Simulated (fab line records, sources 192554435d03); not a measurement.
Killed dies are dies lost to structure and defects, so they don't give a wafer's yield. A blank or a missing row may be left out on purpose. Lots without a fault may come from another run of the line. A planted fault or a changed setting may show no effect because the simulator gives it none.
Split-lot experiment | flow n5_finfet | 7 lots, 21 wafers read, on a route of 1938 steps

THE SPLIT
At N5_HKMG_FIN_PEB_10 (peb time 60 s), the setting peb_time_s was moved away from the recipe's 60 s on 8 of the 21 wafers read, by -13.7% to +18.5%. The other wafers ran this setting at the recipe's value.

FROM THE SPLIT TO THE READING: what the file shows between them, 1 step
- N5_HKMG_FIN_DEVELOP_11: develop time 30 s

THE READING
cd_nm, in nm, at N5_HKMG_FIN_CD_MEAS_12 (target cd 92.8 nm). Fault-free wafers of this fab line usually give 93.2 nm, standard deviation 1 nm.

wafer  | tool, chamber at the split | peb_time_s as run, s | against the recipe | cd_nm, nm | against lot-mates on the recipe
L078.1 | litho_track-01, 0          | 60                   | recipe             | 92.4      | -
L078.2 | litho_track-01, 0          | 64.17                | +7.0%              | 93.7      | +1.2
L078.3 | litho_track-01, 0          | 60                   | recipe             | 92.6      | -
L081.1 | litho_track-02, 0          | 51.76                | -13.7%             | 88.3      | -4.5
L081.3 | litho_track-02, 0          | 51.76                | -13.7%             | 87.7      | -5.1
L081.6 | litho_track-02, 0          | 60                   | recipe             | 92.8      | -
L089.3 | litho_track-01, 0          | 60                   | recipe             | 92.3      | -
L089.5 | litho_track-01, 0          | 63.86                | +6.4%              | 93.8      | +1.8
L089.6 | litho_track-01, 0          | 60                   | recipe             | 91.8      | -
L090.1 | litho_track-03, 0          | 60                   | recipe             | 94.3      | -
L090.5 | litho_track-03, 0          | 60                   | recipe             | 93.3      | -
L090.6 | litho_track-03, 0          | 60                   | recipe             | 93.4      | -
L094.1 | litho_track-02, 0          | 60                   | recipe             | 93.8      | -
L094.2 | litho_track-02, 0          | 66.16                | +10.3%             | 95.0      | +1.2
L094.5 | litho_track-02, 0          | 66.16                | +10.3%             | 95.5      | +1.7
L096.1 | litho_track-02, 0          | 71.08                | +18.5%             | 99.5      | +6.5
L096.2 | litho_track-02, 0          | 60                   | recipe             | 93.2      | -
L096.4 | litho_track-02, 0          | 60                   | recipe             | 92.8      | -
L097.1 | litho_track-02, 0          | 60                   | recipe             | 93.3      | -
L097.2 | litho_track-02, 0          | 69.31                | +15.5%             | 97.8      | +4.0
L097.3 | litho_track-02, 0          | 60                   | recipe             | 94.4      | -

THE FIT
A straight line over all 21 wafers: cd_nm changes by +0.314 nm for each +1% of peb_time_s; r = +0.95; the points scatter about the line by 0.85 nm.
The same after taking each lot's own level away (the mean of its wafers on the recipe; 21 wafers): +0.296 nm for each +1%; r = +0.96; scatter 0.68 nm.
On that fit, the largest move of peb_time_s shifts the reading by 5.5 nm.
The lots' own levels span 92.05 to 93.85 nm, that is 1.8 times the standard deviation above.
So the lot-to-lot level changes the slope little: the two slopes agree.
Check: with one of the wafers moved furthest among these (+18.5%) left out of the fit, the line predicts +4.72 nm for it against its lot-mates. It came out at +6.5 nm against them.

OTHER SPLITS ON THESE WAFERS
These wafers also went through other splits before the reading. Each is held against what the fit with the lots' levels taken away leaves over:
other split on the same wafers | wafers away from the commonest value | r with cd_nm (lot level and that fit taken away)
N5_SDB_COAT_05 spin_rpm        | 2                                    | -0.13

THE FILE'S OWN FIT
cd_nm changes by +0.291 nm for each +1% of peb_time_s, r = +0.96.
